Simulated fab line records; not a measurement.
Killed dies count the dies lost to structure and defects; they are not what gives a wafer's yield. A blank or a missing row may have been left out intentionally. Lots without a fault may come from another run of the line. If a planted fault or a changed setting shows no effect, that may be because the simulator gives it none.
Chamber matching    flow n5_finfet    4 sister chambers for N5_BEOL_M3_ALD_84 on ald_metal-03
The step deposits TaN, pulse time 2 s, purge time 3 s, co reactant purge time 2 s. 8 wafers are shown with their chamber, then 7 later ones without.

== WAFERS PAIRED WITH THEIR CHAMBERS ==
wafer   chamber  heater_power_w (W)  chamber_pressure_Torr (Torr)
L085.3  0        467                 3.003
L085.6  2        377                 3.006
L084.3  0        461                 3.008
L086.1  2        382                 3.004
L088.3  1        392                 3.007
L088.6  3        482                 2.996
L091.4  1        390                 2.987
L091.5  3        479                 2.997

== WAFERS MISSING THEIR CHAMBER ==
wafer   heater_power_w (W)  chamber_pressure_Torr (Torr)
L091.6  387                 3.005
L093.3  386                 3.005
L093.5  472                 2.999
L093.6  476                 3.008
L095.3  389                 3.004
L095.4  385                 2.998
L095.5  391                 3.002

== WHICH CHAMBER EACH ONE RAN IN ==
wafer   from the rows above      in truth
L091.6  can't be placed: 1 or 2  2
L093.3  can't be placed: 1 or 2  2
L093.5  can't be placed: 0 or 3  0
L093.6  can't be placed: 3 or 0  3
L095.3  can't be placed: 1 or 2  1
L095.4  can't be placed: 1 or 2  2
L095.5  1                        1
1 of 7 placed correctly. Cannot be placed on the basis of these rows: 6; the candidates contain the true chamber in 6. Wrongly placed: 0.
How it was worked out, from the rows above alone: a wafer's distance from a chamber is the root of the sum, over the readings, of the square of ((its reading less the chamber's mean) divided by the reading's scatter). If the next closest chamber is less than 2 further off than the closest, the wafer can't be placed; otherwise it belongs to the closest. Each chamber's mean is taken over the wafers shown for it. The scatter: take each reading less its chamber's mean, square it, sum over the shown wafers, divide by the number of wafers less the number of chambers, and take the root.
